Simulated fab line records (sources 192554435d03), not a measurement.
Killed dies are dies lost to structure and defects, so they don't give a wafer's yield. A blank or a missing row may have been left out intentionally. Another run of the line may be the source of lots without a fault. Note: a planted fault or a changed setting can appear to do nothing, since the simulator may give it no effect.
Chamber matching | flow n5Finfet | N5_BEOL_M3_CO_CAP_55 on cvdCo-01: 3 sister chambers
The step material Co, precursor CCTBA/H2, target thk 2 nm, time 102.1 s. 6 wafers are shown with their chamber, then 11 later ones without.

## WAFERS PAIRED WITH THEIR CHAMBERS
wafer  | chamber | heaterPowerW (W)
L079.2 | 2       | 208
L084.1 | 1       | 278
L083.1 | 1       | 273
L083.4 | 0       | 223
L083.5 | 2       | 209
L085.3 | 0       | 219

## WAFERS WITHOUT THEIR CHAMBER
wafer  | heaterPowerW (W)
L085.4 | 231
L085.5 | 276
L087.1 | 225
L087.4 | 226
L087.6 | 283
L090.2 | 270
L090.3 | 213
L090.6 | 224
L096.2 | 216
L096.3 | 278
L096.5 | 215

## WHICH CHAMBER EACH WENT THROUGH
wafer  | from the rows above     | in truth
L085.4 | 0                       | 0
L085.5 | 1                       | 1
L087.1 | 0                       | 0
L087.4 | 0                       | 0
L087.6 | 1                       | 1
L090.2 | 1                       | 1
L090.3 | can't be placed: 2 or 0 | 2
L090.6 | 0                       | 0
L096.2 | can't be placed: 0 or 2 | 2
L096.3 | 1                       | 1
L096.5 | can't be placed: 0 or 2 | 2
Placed correctly: 8 of 11. Can't be placed from these rows: 3 (the true chamber is among the candidates in 3). Placed wrongly: 0.
How it was worked out, from the rows above alone: a wafer's distance from a chamber is the root of the sum, over the readings, of the square of ((its reading less the chamber's mean) divided by the reading's scatter). If the next closest chamber is less than 2 further off than the closest, the wafer can't be placed; otherwise it belongs to the closest. A chamber's mean is the mean of its shown wafers. The scatter is the square root of a quotient: the sum, over the shown wafers, of each reading's squared deviation from its chamber's mean, divided by wafers minus chambers.
